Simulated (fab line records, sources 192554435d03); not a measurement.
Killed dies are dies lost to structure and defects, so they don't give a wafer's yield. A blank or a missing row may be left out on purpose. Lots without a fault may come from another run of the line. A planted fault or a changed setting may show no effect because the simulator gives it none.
Chamber matching | flow n5_finfet | N5_BEOL_M0_SAQP_DESCUM_19 on rie_diel-06: 4 sister chambers
The step chemistry O2, time 7.9 s. 18 wafers are shown with their chamber, then 9 later ones without.

WAFERS WITH THEIR CHAMBER
wafer  | chamber | throttle_valve_pct (%) | drypump_motor_current_A (A) | oes_product_au (a.u.)
L075.1 | 3       | 20.31                  | 5.3                         | 0.68
L075.5 | 1       | 20.90                  | 5.9                         | 0.78
L075.6 | 2       | 20.75                  | 5.8                         | 0.74
L077.1 | 1       | 20.92                  | 5.9                         | 0.78
L077.5 | 3       | 20.33                  | 5.3                         | 0.69
L077.6 | 2       | 20.76                  | 5.9                         | 0.75
L079.2 | 2       | 20.76                  | 5.9                         | 0.73
L079.3 | 0       | 20.42                  | 5.7                         | 0.83
L079.4 | 3       | 20.31                  | 5.3                         | 0.67
L081.1 | 1       | 20.91                  | 6.0                         | 0.77
L081.4 | 2       | 20.75                  | 5.9                         | 0.73
L081.6 | 2       | 20.77                  | 5.9                         | 0.72
L082.1 | 1       | 20.91                  | 5.9                         | 0.76
L082.4 | 1       | 20.92                  | 5.9                         | 0.77
L082.5 | 2       | 20.77                  | 5.9                         | 0.74
L083.2 | 3       | 20.33                  | 5.3                         | 0.67
L083.5 | 2       | 20.78                  | 5.9                         | 0.73
L083.6 | 3       | 20.32                  | 5.3                         | 0.67

SIGNATURES (means of the wafers above)
reading                 | chamber 0 | chamber 1 | chamber 2 | chamber 3 | scatter within a chamber
throttle_valve_pct      | 20.4200   | 20.9120   | 20.7629   | 20.3200   | 0.0101
drypump_motor_current_A | 5.700     | 5.920     | 5.886     | 5.300     | 0.0344
oes_product_au          | 0.8300    | 0.7720    | 0.7343    | 0.6760    | 0.00915
Rule: a wafer's distance from a chamber is the root of the sum, over the readings, of the square of ((its reading less the chamber's mean) divided by the reading's scatter). The wafer belongs to the nearest chamber; if the next one is less than 2 further off, it can't be placed. The scatter: the root of (the sum of the squares of (reading less its chamber's mean) over the shown wafers, divided by (wafers less chambers)).

WAFERS WITHOUT THEIR CHAMBER
wafer  | throttle_valve_pct (%) | drypump_motor_current_A (A) | oes_product_au (a.u.)
L085.1 | 20.45                  | 5.7                         | 0.82
L085.4 | 20.94                  | 5.9                         | 0.77
L085.6 | 20.78                  | 5.8                         | 0.73
L091.1 | 20.95                  | 5.9                         | 0.75
L091.4 | 20.46                  | 5.7                         | 0.80
L091.6 | 20.47                  | 5.7                         | 0.80
L097.1 | 20.01                  | 5.3                         | 0.93
L097.4 | 20.80                  | 5.9                         | 0.71
L097.6 | 20.47                  | 5.7                         | 0.79

WHICH CHAMBER EACH WENT THROUGH
wafer  | from the rows above | in truth
L085.1 | 0                   | 0
L085.4 | 1                   | 1
L085.6 | 2                   | 2
L091.1 | 1                   | 1
L091.4 | 0                   | 0
L091.6 | 0                   | 0
L097.1 | 3                   | 3
L097.4 | 2                   | 2
L097.6 | 0                   | 0
Placed correctly: 9 of 9. Can't be placed from these rows: 0. Placed wrongly: 0.
